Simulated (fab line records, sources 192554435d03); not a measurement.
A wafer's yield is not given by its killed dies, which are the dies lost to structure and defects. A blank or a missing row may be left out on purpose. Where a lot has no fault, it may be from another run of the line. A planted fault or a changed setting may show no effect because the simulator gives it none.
fab line records -- flow n5Finfet
[record] lots = 10, wafers = 29, lastDay = 18
route steps=1938 shown BEOL_M3@990 BEOL_M4@1111 PASSIVATION@1936
lots untouched by any fault: they come from a run of this same line in which no faults occurred
startH: the number of hours between the record's first day and the start of the first shown wafer of the lot -- waitH: time in hours since the lot's previous step -- " the same as in the row above -- L1.1+2: one row covering several wafers at once -- - no value, or no start given -- * or withheld: withheld -- < > ~ a bound
route shown NAME@n: a module of which the file shows steps, and the number in the route of the first -- usual: mean/standard deviation of fault-free wafers -- same: alike in all rows -- chamber/n: place in a boat -- sites: each site's reading -- _std_site: the values' standard deviation -- _edge_site: inner sites' mean taken away from outer sites' mean -- radiusMm: how far each site lies from the wafer's centre -- mask NAME#n: copy n -- behind: the most recent tool/chamber to have shaped the wafer -- hold: reason for holding the lot/hours on hold/outcome of the hold -- device: the transistor (n, p or np) that didn't switch -- end of line: the same wafers' tests at the end of the route -- a step without rows: its recipe alone -- killed: the dies lost at the first sort to structure and to defects; this is not the yield of the wafer -- map: shows each die of a wafer: x if killed, . if not, _ if none is there
set.NAME: setting as actually run; set.NAME@STEP: the setting as run at that earlier step -- model.NAME: the simulator's own value behind a step, which no gauge read
steps of the route over a sample of lots; a table a step, a row a wafer
services: a tool's chamber out of use, with start hour (startH, from the record's first day; less than 0 if before it), hours out, and reason
[[steps]]
[step N5_BEOL_M3_PRE_CLEAN_45]
[recipe] gas = H2/He, timeS = 30, tempC = 250
[usual] heaterPowerW = 348/51
lot.wafer,tool,chamber,startH,waitH,heaterPowerW
L843.2,pvdSputter-02,-,154.97,0.0,435
L843.5,pvdSputter-02,-,154.97,0.0,360
L843.6,pvdSputter-02,-,154.97,0.0,422
L851.2,pvdSputter-01,-,214.22,0.0,284
L851.3,pvdSputter-01,-,214.22,0.0,317
L851.6,pvdSputter-01,-,214.22,0.0,279
L852.1,pvdSputter-02,-,228.95,0.0,337
L852.5,pvdSputter-02,-,228.95,0.0,352
L852.6,pvdSputter-02,-,228.95,0.0,413
L854.2,pvdSputter-02,-,229.35,0.0,418
L854.3,pvdSputter-02,-,229.35,0.0,359
L854.5,pvdSputter-02,-,229.35,0.0,352
L856.1,pvdSputter-01,-,236.77,0.0,380
L856.2,pvdSputter-01,-,236.77,0.0,317
L856.3,pvdSputter-01,-,236.77,0.0,287
L861.1,pvdSputter-01,-,274.71,0.0,285
L861.3,pvdSputter-01,-,274.71,0.0,273
L861.6,pvdSputter-01,-,274.71,0.0,282
L862.2,pvdSputter-02,-,277.33,0.0,363
L862.6,pvdSputter-02,-,277.33,0.0,418
L863.1,pvdSputter-03,-,292.76,0.0,314
L863.2,pvdSputter-03,-,292.76,0.0,356
L863.5,pvdSputter-03,-,292.76,0.0,348
L864.1,pvdSputter-01,-,294.99,0.0,323
L864.3,pvdSputter-01,-,294.99,0.0,295
L864.4,pvdSputter-01,-,294.99,0.0,274
L865.1,pvdSputter-01,-,298.38,0.0,390
L865.2,pvdSputter-01,-,298.38,0.0,321
L865.5,pvdSputter-01,-,298.38,0.0,278
[step N5_BEOL_M3_CVD_47]
[recipe] material = Co, targetThkA = 30, tempC = withheld, precursor = CCTBA/H2, pressureTorr = 30, timeS = 223.8
[usual] chamberPressureTorr = 30.00/0.061, runLengthS = 246.3/0.53
lot.wafer,tool,chamber,startH,waitH,chamberPressureTorr,runLengthS
L843.2,cvdCo-02,1,155.39,0.0,30.08,246.7
L843.5,cvdCo-02,2,155.39,0.0,30.00,245.9
L843.6,cvdCo-02,0,155.39,0.0,29.97,245.9
L851.2,cvdCo-01,0,214.74,0.1,-,-
L851.3,cvdCo-01,1,214.74,0.1,-,-
L851.6,cvdCo-01,2,214.74,0.1,-,-
L852.1,cvdCo-01,2,229.35,0.1,-,-
L852.5,cvdCo-01,1,229.35,0.1,-,-
L852.6,cvdCo-01,0,229.35,0.1,-,-
L854.2,cvdCo-01,0,230.64,0.3,29.99,246.0
L854.3,cvdCo-01,1,230.64,0.3,29.92,246.2
L854.5,cvdCo-01,2,230.64,0.3,30.12,246.5
L856.1,cvdCo-01,2,237.29,0.0,29.98,246.3
L856.2,cvdCo-01,0,237.29,0.0,30.12,245.6
L856.3,cvdCo-01,1,237.29,0.0,30.05,246.5
L861.1,cvdCo-02,0,275.10,0.0,29.98,245.9
L861.3,cvdCo-02,0,275.10,0.0,30.00,245.2
L861.6,cvdCo-02,1,275.10,0.0,30.01,247.4
L862.2,cvdCo-01,1,278.86,0.3,30.03,246.3
L862.6,cvdCo-01,1,278.86,0.3,30.03,246.4
L863.1,cvdCo-01,1,293.20,0.1,29.91,246.6
L863.2,cvdCo-01,2,293.20,0.1,29.99,246.8
L863.5,cvdCo-01,0,293.20,0.1,29.99,245.5
L864.1,cvdCo-01,2,295.36,0.0,29.87,246.7
L864.3,cvdCo-01,0,295.36,0.0,30.01,246.5
L864.4,cvdCo-01,1,295.36,0.0,29.92,246.2
L865.1,cvdCo-02,0,298.96,0.1,29.97,245.9
L865.2,cvdCo-02,1,298.96,0.1,29.99,246.9
L865.5,cvdCo-02,0,298.96,0.1,30.01,245.9
[step N5_BEOL_M3_SPUTTER_86]
[recipe] material = Cu, targetThkA = 45, tempC = -20, chamberPressurePa = 0.07, powerW = withheld, timeS = 8.29
[usual] chamberPressurePa = 0.07001/0.00014, throttleValvePct = 29.6/1.2
lot.wafer,tool,chamber,startH,waitH,chamberPressurePa,throttleValvePct
L843.2,pvdSputter-03,-,156.21,0.1,0.07026,30.3
L843.5,pvdSputter-03,-,156.21,0.1,0.07023,30.3
L843.6,pvdSputter-03,-,156.21,0.1,0.07001,28.7
L851.2,pvdSputter-01,-,215.66,0.1,0.07031,29.2
L851.3,pvdSputter-01,-,215.66,0.1,0.07003,30.4
L851.6,pvdSputter-01,-,215.66,0.1,0.06984,28.4
L852.1,pvdSputter-03,-,230.18,0.1,0.06987,30.2
L852.5,pvdSputter-03,-,230.18,0.1,0.06989,28.9
L852.6,pvdSputter-03,-,230.18,0.1,0.06983,30.3
L854.2,pvdSputter-03,-,232.02,0.1,0.07021,28.7
L854.3,pvdSputter-03,-,232.02,0.1,0.07001,30.3
L854.5,pvdSputter-03,-,232.02,0.1,0.06993,27.3
L856.1,pvdSputter-01,-,238.17,0.1,0.06999,29.6
L856.2,pvdSputter-01,-,238.17,0.1,0.07024,30.6
L856.3,pvdSputter-01,-,238.17,0.1,0.06989,30.5
L861.1,pvdSputter-02,-,275.99,0.1,0.0699,30.6
L861.3,pvdSputter-02,-,275.99,0.1,0.07018,31.1
L861.6,pvdSputter-02,-,275.99,0.1,0.07018,30.6
L862.2,pvdSputter-03,-,279.73,0.1,0.07015,28.7
L862.6,pvdSputter-03,-,279.73,0.1,0.06991,27.3
L863.1,pvdSputter-02,-,294.33,0.1,0.06997,30.0
L863.2,pvdSputter-02,-,294.33,0.1,0.06978,30.8
L863.5,pvdSputter-02,-,294.33,0.1,0.06996,29.9
L864.1,pvdSputter-03,-,296.20,0.1,0.07014,27.2
L864.3,pvdSputter-03,-,296.20,0.1,0.06982,30.3
L864.4,pvdSputter-03,-,296.20,0.1,0.07004,28.6
L865.1,pvdSputter-03,-,299.78,0.1,0.07004,27.1
L865.2,pvdSputter-03,-,299.78,0.1,0.06992,28.7
L865.5,pvdSputter-03,-,299.78,0.1,0.07005,28.8
[step N5_BEOL_M3_ANNEAL_87]
[recipe] tempC = 400, timeS = 240, ambient = vacuum
[usual] heaterPowerW = 839/110
lot.wafer,tool,chamber,startH,waitH,heaterPowerW
L843.2,pvdSputter-03,-,156.29,0.0,717
L843.5,pvdSputter-03,-,156.29,0.0,726
L843.6,pvdSputter-03,-,156.29,0.0,880
L851.2,pvdSputter-01,-,215.74,0.0,695
L851.3,pvdSputter-01,-,215.74,0.0,966
L851.6,pvdSputter-01,-,215.74,0.0,810
L852.1,pvdSputter-03,-,230.26,0.0,732
L852.5,pvdSputter-03,-,230.26,0.0,877
L852.6,pvdSputter-03,-,230.26,0.0,887
L854.2,pvdSputter-03,-,232.10,0.0,862
L854.3,pvdSputter-03,-,232.10,0.0,877
L854.5,pvdSputter-03,-,232.10,0.0,779
L856.1,pvdSputter-01,-,238.25,0.0,677
L856.2,pvdSputter-01,-,238.25,0.0,709
L856.3,pvdSputter-01,-,238.25,0.0,961
L861.1,pvdSputter-02,-,276.07,0.0,889
L861.3,pvdSputter-02,-,276.07,0.0,810
L861.6,pvdSputter-02,-,276.07,0.0,850
L862.2,pvdSputter-03,-,279.81,0.0,865
L862.6,pvdSputter-03,-,279.81,0.0,802
L863.1,pvdSputter-02,-,294.41,0.0,1081
L863.2,pvdSputter-02,-,294.41,0.0,858
L863.5,pvdSputter-02,-,294.41,0.0,1056
L864.1,pvdSputter-03,-,296.28,0.0,785
L864.3,pvdSputter-03,-,296.28,0.0,893
L864.4,pvdSputter-03,-,296.28,0.0,875
L865.1,pvdSputter-03,-,299.86,0.0,775
L865.2,pvdSputter-03,-,299.86,0.0,893
L865.5,pvdSputter-03,-,299.86,0.0,885
[step N5_BEOL_M3_CMP_52]
[recipe] stopOn = SiOC, tOverpolishS = 6.8, downForcePsi = 1, platenRpm = 50, clearingPlatenDownForcePsi = 1.5, clearingPlatenRpm = 50, postCmpClean = cuAlkaline, targetThkNm = 40, clearingPlatenPadVelocityMS = 0.99484, padVelocityMS = 0.99484
[usual] barrierFieldEndpointS = 24.5/0.6, motorCurrentA = 6.1/0.7, platenRpm = 50.00/0.035
lot.wafer,tool,chamber,startH,waitH,barrierFieldEndpointS,motorCurrentA,platenRpm
L843.2,cmp-04,2,157.87,0.3,25.6,6.6,49.99
L843.6,cmp-04,0,157.87,0.3,24.9,5.7,49.95
L843.5,cmp-04,1,157.87,0.3,25.0,5.8,49.99
L851.3,cmp-04,1,217.62,0.2,20.8,5.6,49.98
L851.2,cmp-04,2,217.62,0.2,21.4,6.6,50.01
L851.6,cmp-04,1,217.62,0.2,20.7,5.9,49.99
L852.1,cmp-03,3,231.77,0.3,19.9,5.6,50.05
L852.6,cmp-03,3,231.77,0.3,20.9,5.3,50.04
L852.5,cmp-03,0,231.77,0.3,20.0,5.4,50.00
L854.2,cmp-03,2,233.65,0.2,24.8,7.0,50.00
L854.3,cmp-03,0,233.65,0.2,24.5,5.4,50.04
L854.5,cmp-03,2,233.65,0.2,25.2,6.7,49.96
L856.3,cmp-01,0,239.77,0.2,24.4,6.9,49.98
L856.2,cmp-01,1,239.77,0.2,24.9,4.7,49.99
L856.1,cmp-01,3,239.77,0.2,24.2,5.5,50.04
L861.1,cmp-01,0,277.66,0.3,24.7,6.8,50.07
L861.3,cmp-01,2,277.66,0.3,24.9,6.4,49.97
L861.6,cmp-01,0,277.66,0.3,24.5,6.3,50.02
L862.2,cmp-01,1,281.33,0.2,24.9,4.8,49.98
L862.6,cmp-01,1,281.33,0.2,25.5,4.7,50.01
L863.1,cmp-03,0,295.92,0.3,23.4,5.3,50.01
L863.2,cmp-03,2,295.92,0.3,25.1,6.9,49.96
L863.5,cmp-03,1,295.92,0.3,24.9,7.0,50.06
L864.1,cmp-04,2,297.80,0.3,25.0,6.6,50.07
L864.4,cmp-04,3,297.80,0.3,24.6,6.2,49.99
L864.3,cmp-04,0,297.80,0.3,24.0,5.7,50.03
L865.1,cmp-04,0,301.41,0.3,23.4,5.7,50.06
L865.2,cmp-04,2,301.41,0.3,24.0,6.6,50.04
L865.5,cmp-04,0,301.41,0.3,24.1,5.6,50.02
[step N5_BEOL_M4_RC_MEAS_101]
[usual] DIBL_N = 35.9/1.7, DIBL_P = 35.8/2.2, IOFF_N = 0.15/0.03, IOFF_P = 0.21/0.036, ION_N = 674/12, ION_P = 463/7.2, SS_N = 71.3/0.59, SS_P = 73.1/0.69, VT_N = 250/3, VT_P = -251/3.2
lot.wafer,tool,chamber,startH,waitH,DIBL_N[mV/V],DIBL_P[mV/V],IOFF_N[nA/um],IOFF_P[nA/um],ION_N[uA/um],ION_P[uA/um],SS_N[mV/dec],SS_P[mV/dec],VT_N[mV],VT_P[mV]
L843.2,prober-01,0,175.45,0.2,37.5,37.2,0.17,0.22,684,464,71.0,73.8,247,-250
L843.5,prober-01,0,175.45,0.2,36.1,35.1,0.15,0.18,672,462,70.5,73.2,250,-251
L843.6,prober-01,0,175.45,0.2,36.9,35.8,0.16,0.20,664,461,70.1,72.9,248,-253
L854.2,prober-02,0,246.18,0.2,36.9,37.0,0.18,0.25,690,472,71.2,73.0,246,-246
L854.3,prober-02,0,246.18,0.2,36.7,37.3,0.17,0.24,670,457,71.8,73.6,250,-248
L854.5,prober-02,0,246.18,0.2,35.9,35.6,0.15,0.22,678,468,71.6,73.4,251,-250
L856.1,prober-02,0,255.00,0.0,34.1,34.2,0.11,0.16,660,454,70.6,73.3,255,-254
L856.2,prober-02,0,255.00,0.0,38.9,39.7,0.19,0.23,669,453,72.1,74.7,249,-254
L856.3,prober-02,0,255.00,0.0,35.0,34.5,0.12,0.15,656,452,71.2,72.7,253,-258
L861.1,prober-01,0,292.19,0.0,33.5,33.8,0.13,0.19,670,464,70.4,72.4,250,-248
L861.3,prober-01,0,292.19,0.0,32.6,31.7,0.11,0.17,645,447,70.0,72.1,252,-251
L861.6,prober-01,0,292.19,0.0,36.3,35.8,0.17,0.22,681,468,71.0,73.4,251,-248
L862.2,prober-02,0,293.08,0.2,37.1,36.8,0.17,0.25,679,472,71.1,73.1,249,-246
L862.6,prober-02,0,293.08,0.2,35.7,35.6,0.15,0.22,677,464,71.6,73.1,249,-248
L863.1,prober-02,0,307.36,0.0,34.1,32.4,0.12,0.18,653,456,71.3,72.6,251,-252
L863.2,prober-02,0,307.36,0.0,35.5,35.3,0.15,0.21,675,463,71.6,72.9,251,-254
L863.5,prober-02,0,307.36,0.0,36.3,35.0,0.16,0.19,675,461,71.5,73.0,249,-253
L864.1,prober-02,0,310.02,0.0,35.8,36.1,0.15,0.21,673,461,71.4,73.9,248,-251
L864.3,prober-02,0,310.02,0.0,37.6,38.6,0.19,0.25,686,467,72.0,74.6,246,-249
L864.4,prober-02,0,310.02,0.0,34.1,33.2,0.12,0.16,665,455,70.5,72.6,255,-251
L865.1,prober-02,0,315.37,0.0,33.7,34.0,0.11,0.16,667,464,70.3,72.1,256,-255
L865.2,prober-02,0,315.37,0.0,36.1,36.2,0.14,0.18,675,457,71.2,73.5,254,-251
L865.5,prober-02,0,315.37,0.0,34.0,34.3,0.11,0.15,658,457,70.8,72.1,255,-255
[step N5_PASSIVATION_PROBE_49]
[usual] defectLimitedYield = 91.0/1.5, killed_at_M0_to_M3 = 35/12, killed_at_M4_up = 15/5.8, killedAtContacts = 14/7.2, killedAtFrontEnd = 40/10, killedAtOther = 3/3, killedDies = 106/18, killedOnRim = 14/4, killedOpen = 68/14, killedShort = 35/7.2, sort_bin_5_function = 5.2/0.96, sort_bin_6_memory = 3.3/0.69, sort_bin_8_speed = 0.00/0.022, sortNPass = 1074/18, sortYieldPct = 91.0/1.5
[same] grossDies = 1180, killedAtBackSide = 0, sort_bin_4_leakage[%] = 0
lot.wafer,tool,chamber,startH,waitH,defectLimitedYield[%],killed_at_M0_to_M3,killed_at_M4_up,killedAtContacts,killedAtFrontEnd,killedAtOther,killedDies,killedOnRim,killedOpen,killedShort,sort_bin_5_function[%],sort_bin_6_memory[%],sort_bin_8_speed[%],sortNPass,sortYieldPct[%]
L843.2,prober-02,-,298.68,0.1,91.3,33,11,7,46,6,103,11,74,29,5.6,2.8,0,1077,91.3
L843.5,prober-02,-,298.83,0.2,91.8,32,8,13,43,1,97,14,66,30,4.5,3.5,0,1083,91.8
L843.6,prober-02,-,298.88,0.3,91.8,20,8,6,55,8,97,12,63,30,5.4,2.5,0,1083,91.8
L852.1,prober-02,-,336.24,0.0,0,1120,16,16,28,0,1180,152,71,19,90.1,9.8,0,0,0
L852.5,prober-02,-,336.44,0.2,0,1102,11,20,47,0,1180,152,51,41,90.3,9.5,0,0,0
L852.6,prober-02,-,336.49,0.3,0,1118,10,13,36,3,1180,152,60,32,90.0,9.6,0,0,0
L851.2,prober-02,-,343.62,0.1,0,1104,10,26,35,5,1180,152,74,29,89.6,10.4,0,0,0
L851.3,prober-02,-,343.67,0.1,0,1101,28,15,32,4,1180,152,85,33,89.2,10.3,0,0,0
L851.6,prober-02,-,343.82,0.3,0,1111,13,14,40,2,1180,152,79,32,89.2,10.2,0,0,0
L854.2,prober-02,-,346.40,0.9,92.6,14,19,33,19,2,87,9,61,18,4.5,2.5,0,1093,92.6
L854.3,prober-02,-,346.45,0.9,91.3,21,15,8,52,7,103,11,63,37,4.2,4.0,0,1077,91.3
L854.5,prober-02,-,346.55,1.0,91.9,19,26,16,27,7,95,18,61,32,4.2,3.5,0,1085,91.9
L856.1,prober-02,-,365.40,0.3,93.0,30,8,8,32,5,83,16,54,28,4.1,2.7,0,1097,93.0
L856.2,prober-02,-,365.45,0.4,92.6,25,19,8,29,6,87,7,55,28,4.9,2.3,0,1093,92.6
L856.3,prober-02,-,365.50,0.4,92.7,37,10,11,26,2,86,11,57,26,4.4,2.5,0,1094,92.7
// killed by level:class
L843.2 STI_FIN_REVEAL:geometricParticle:open=14 FIN_SAQP:geometricParticle:open=8 BEOL_M0_SAQP:geometricParticle:short=8 BEOL_M2:geometricParticle:open=7 MOL_CONTACT_COAG:geometricParticle:open=6 BEOL_M0_SAQP:geometricParticle:open=6 BEOL_M1:geometricParticle:open=6 BEOL_M5:geometricParticle:open=5
L843.5 BEOL_M2:geometricParticle:open=12 MOL_CONTACT_COAG:geometricParticle:open=9 STI_FIN_REVEAL:geometricParticle:open=8 BEOL_M3:geometricParticle:open=6 FIN_SAQP:geometricParticle:open=5 FIN_SAQP:geometricParticle:short=5 BEOL_M0_SAQP:geometricParticle:short=5 DUMMY_GATE:geometricParticle:open=4
L843.6 STI_FIN_REVEAL:geometricParticle:open=19 FIN_SAQP:geometricParticle:short=7 BEOL_M2:geometricParticle:open=6 BEOL_M0_SAQP:geometricParticle:open=5 MOL_CONTACT_COAG:geometricParticle:open=5 BEOL_M3:geometricParticle:open=5 MIM_TOP_ETCH:geometricParticle:open=5 STI_FIN_REVEAL:geometricParticle:short=4
L852.1 BEOL_M3:areaCvd=845 BEOL_M3:interfaceVoidOpened=245 MOL_CONTACT_COAG:geometricParticle:open=13 FIN_SAQP:geometricParticle:open=9 BEOL_M1:geometricParticle:open=9 BEOL_M0_SAQP:geometricParticle:short=6 BEOL_M0_SAQP:geometricParticle:open=5 BEOL_M0:geometricParticle:open=5
L852.5 BEOL_M3:areaCvd=879 BEOL_M3:interfaceVoidOpened=206 FIN_SAQP:geometricParticle:short=16 MOL_CONTACT_COAG:geometricParticle:open=14 FIN_SAQP:geometricParticle:open=10 BEOL_M0_SAQP:geometricParticle:short=6 BEOL_M0_SAQP:geometricParticle:open=5 ILD0:geometricParticle:short=4
L852.6 BEOL_M3:areaCvd=843 BEOL_M3:interfaceVoidOpened=243 FIN_SAQP:geometricParticle:short=12 MOL_CONTACT_COAG:geometricParticle:open=11 FIN_SAQP:geometricParticle:open=7 BEOL_M1:geometricParticle:open=6 BEOL_M0:geometricParticle:open=6 BEOL_M2:geometricParticle:open=6
L851.2 BEOL_M3:areaCvd=824 BEOL_M3:interfaceVoidOpened=250 MOL_CONTACT_COAG:geometricParticle:open=23 STI_FIN_REVEAL:geometricParticle:open=9 FIN_SAQP:geometricParticle:short=8 BEOL_M2:geometricParticle:open=8 BEOL_M0_SAQP:geometricParticle:open=6 STARTING-WAFER:geometricParticle:open=5
L851.3 BEOL_M3:areaCvd=806 BEOL_M3:interfaceVoidOpened=254 STI_FIN_REVEAL:geometricParticle:open=17 BEOL_M3:geometricParticle:open=12 MOL_CONTACT_COAG:geometricParticle:open=12 BEOL_M4:geometricParticle:open=10 BEOL_M3:geometricParticle:short=9 BEOL_M2:geometricParticle:open=8
L851.6 BEOL_M3:areaCvd=826 BEOL_M3:interfaceVoidOpened=242 MOL_CONTACT_COAG:geometricParticle:open=14 FIN_SAQP:geometricParticle:open=12 FIN_SAQP:geometricParticle:short=7 STI_FIN_REVEAL:geometricParticle:open=7 BEOL_M0_SAQP:geometricParticle:open=7 BEOL_M3:geometricParticle:short=7
L854.2 MOL_CONTACT_COAG:geometricParticle:open=27 BEOL_M4:geometricParticle:open=9 BEOL_M0_SAQP:geometricParticle:open=7 MOL_CONTACT_COAG:geometricParticle:short=6 FIN_SAQP:geometricParticle:open=4 GATE_CUT:geometricParticle:short=4 STI_FIN_REVEAL:geometricParticle:open=3 BEOL_M4:geometricParticle:short=3
L854.3 DUMMY_GATE:geometricParticle:open=14 FIN_SAQP:geometricParticle:open=8 FIN_SAQP:geometricParticle:short=8 BEOL_M0_SAQP:geometricParticle:open=8 BEOL_M0_SAQP:geometricParticle:short=7 STI_FIN_REVEAL:geometricParticle:open=6 DUMMY_GATE:geometricParticle:short=6 BEOL_M4:geometricParticle:open=6
L854.5 MOL_CONTACT_COAG:geometricParticle:open=11 BEOL_M4:geometricParticle:open=11 BEOL_M0_SAQP:geometricParticle:short=7 DUMMY_GATE:geometricParticle:open=6 BEOL_M0_SAQP:geometricParticle:open=6 MOL_CONTACT_COAG:geometricParticle:short=5 BEOL_M4:geometricParticle:short=5 FIN_SAQP:geometricParticle:open=4
L856.1 BEOL_M0_SAQP:geometricParticle:open=10 FIN_SAQP:geometricParticle:open=8 SPACER0:geometricParticle:open=6 MOL_CONTACT_COAG:geometricParticle:open=6 BEOL_M3:geometricParticle:open=6 FIN_SAQP:geometricParticle:short=5 BEOL_M0_SAQP:geometricParticle:short=4 BEOL_M3:geometricParticle:short=4
L856.2 FIN_SAQP:geometricParticle:open=8 BEOL_M3:geometricParticle:open=8 BEOL_M4:geometricParticle:open=8 GATE_CUT:geometricParticle:short=5 MOL_CONTACT_COAG:geometricParticle:open=5 BEOL_M2:geometricParticle:open=5 FIN_SAQP:geometricParticle:short=4 STI_FIN_REVEAL:geometricParticle:open=4
L856.3 MOL_CONTACT_COAG:geometricParticle:open=10 BEOL_M3:geometricParticle:open=9 BEOL_M0_SAQP:geometricParticle:open=7 BEOL_M2:geometricParticle:open=7 FIN_SAQP:geometricParticle:open=6 BEOL_M0_SAQP:geometricParticle:short=6 BEOL_M3:geometricParticle:short=6 STI_FIN_REVEAL:geometricParticle:open=4
[[services]]
tool,chamber,startH,hours,kind
cmp-03,-,131.03,-,consumableReplace:conditioner
cmp-03,-,131.03,-,consumableReplace:pad
cmp-04,-,155.78,1.5,repair
cmp-03,-,159.89,5.9,pm
cmp-01,-,162.70,15.1,pm
cmp-03,-,179.01,1.8,repair
cmp-04,-,190.90,4.7,repair
cvdCo-02,-,225.47,2.8,pm
cmp-01,-,229.35,2.4,repair
cmp-01,-,254.12,4.0,pm
cmp-01,-,258.12,-,consumableReplace:conditioner
cmp-01,-,258.12,-,consumableReplace:pad
cmp-03,-,269.54,1.4,repair
cmp-03,-,270.96,7.4,pm
cvdCo-02,2,273.88,8.6,repair
cmp-04,-,287.89,4.0,pm
cmp-01,-,289.24,5.8,pm
cmp-04,-,291.89,-,consumableReplace:conditioner
cmp-04,-,291.89,-,consumableReplace:pad
[[key]]
[firstSign] step = N5_BEOL_M3_CVD_47, reading = toolRecord, direction = missing
[effect] step = N5_BEOL_M3_CMP_52, reading = barrierFieldEndpointS, direction = down, sigmas = 6.5, usual = 24.5, struck = 20.6
[effect] step = N5_PASSIVATION_PROBE_49, reading = killed_at_M0_to_M3, direction = up, sigmas = 91, usual = 35, struck = 1109
[moreKillsBornAt] N5_BEOL_M3_CVD_47@cvdCo-01 = 5023
metAt N5_BEOL_M3_CVD_47
struckLots L851,L852
laterRowsLeftOut L851.2,L851.3,L851.6,L852.1,L852.5,L852.6
notActingAt N5_BEOL_M3_PRE_CLEAN_45,N5_BEOL_M3_SPUTTER_86,N5_BEOL_M3_ANNEAL_87
[fault] kind = skippedStepWhole, tool = cvdCo-01, chamber = -, onsetH = 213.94, steps = N5_BEOL_M3_CVD_47, scope = struckLotsOnly
// laterRowsLeftOut: the simulator's readings of these wafers behind a module that went badly wrong aren't trusted and aren't shown, but for the sort
